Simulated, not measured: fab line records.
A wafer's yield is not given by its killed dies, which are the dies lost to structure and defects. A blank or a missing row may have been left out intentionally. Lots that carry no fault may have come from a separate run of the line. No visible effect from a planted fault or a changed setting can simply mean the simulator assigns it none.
Matching of chambers | flow nand harc | ald sin-04 running NHARC_P_GATE_ALD_36: 4 sister chambers
The step deposits SiNx, target thk 20 nm, pulse time 60 s, ald cycles 223. 18 wafers are shown with their chamber, then 9 later ones without.

== WAFERS PAIRED WITH THEIR CHAMBERS ==
wafer  | chamber | heater power w (W) | heater power outer w (W) | precursor pulse height rel
L074.3 | 0       | 736                | 473                      | 1.014
L074.4 | 1       | 983                | 610                      | 0.965
L074.2 | 2       | 828                | 495                      | 1.036
L077.2 | 3       | 847                | 560                      | 0.996
L077.4 | 0       | 750                | 462                      | 1.014
L077.3 | 2       | 799                | 500                      | 1.015
L080.2 | 3       | 837                | 550                      | 1.008
L080.3 | 1       | 969                | 607                      | 1.007
L080.5 | 3       | 835                | 557                      | 0.978
L082.2 | 0       | 750                | 488                      | 1.021
L082.4 | 3       | 856                | 550                      | 0.987
L082.5 | 1       | 958                | 618                      | 0.997
L085.3 | 1       | 951                | 603                      | 1.015
L085.5 | 3       | 848                | 549                      | 0.986
L085.6 | 0       | 742                | 473                      | 1.019
L087.4 | 0       | 740                | 471                      | 1.030
L087.1 | 2       | 807                | 518                      | 0.970
L087.6 | 0       | 750                | 487                      | 0.973

SIGNATURES (means of the wafers above)
reading                    | chamber 0 | chamber 1 | chamber 2 | chamber 3 | scatter within a chamber
heater power w             | 744.67    | 965.25    | 811.33    | 844.60    | 10.4
heater power outer w       | 475.67    | 609.50    | 504.33    | 553.20    | 8.52
precursor pulse height rel | 1.01183   | 0.99600   | 1.00700   | 0.99100   | 0.0211
Rule: a wafer's distance from a chamber is the root of the sum, over the readings, of the square of ((its reading less the chamber's mean) divided by the reading's scatter). If the next closest chamber is less than 2 further off than the closest, the wafer can't be placed; otherwise it belongs to the closest. The scatter: the root of (the sum of the squares of (reading less its chamber's mean) over the shown wafers, divided by (wafers less chambers)).

== WAFERS MISSING THEIR CHAMBER ==
wafer  | heater power w (W) | heater power outer w (W) | precursor pulse height rel
L090.4 | 759                | 480                      | 1.003
L090.3 | 786                | 506                      | 1.022
L090.5 | 726                | 478                      | 1.034
L093.2 | 759                | 484                      | 0.965
L093.3 | 958                | 620                      | 0.996
L093.6 | 776                | 486                      | 0.971
L095.3 | 968                | 616                      | 1.010
L095.2 | 847                | 555                      | 1.024
L095.5 | 774                | 500                      | 1.009

== WHICH CHAMBER EACH ONE RAN IN ==
wafer  | from the rows above     | in truth
L090.4 | 0                       | 0
L090.3 | 2                       | 2
L090.5 | 0                       | 0
L093.2 | 0                       | 0
L093.3 | 1                       | 1
L093.6 | can't be placed: 0 or 2 | 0
L095.3 | 1                       | 1
L095.2 | 3                       | 3
L095.5 | can't be placed: 2 or 0 | 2
Correct placement for 7 of the 9. From these rows, 2 cannot be placed; in 2 the true chamber is one of the candidates. Wrongly placed: 0.
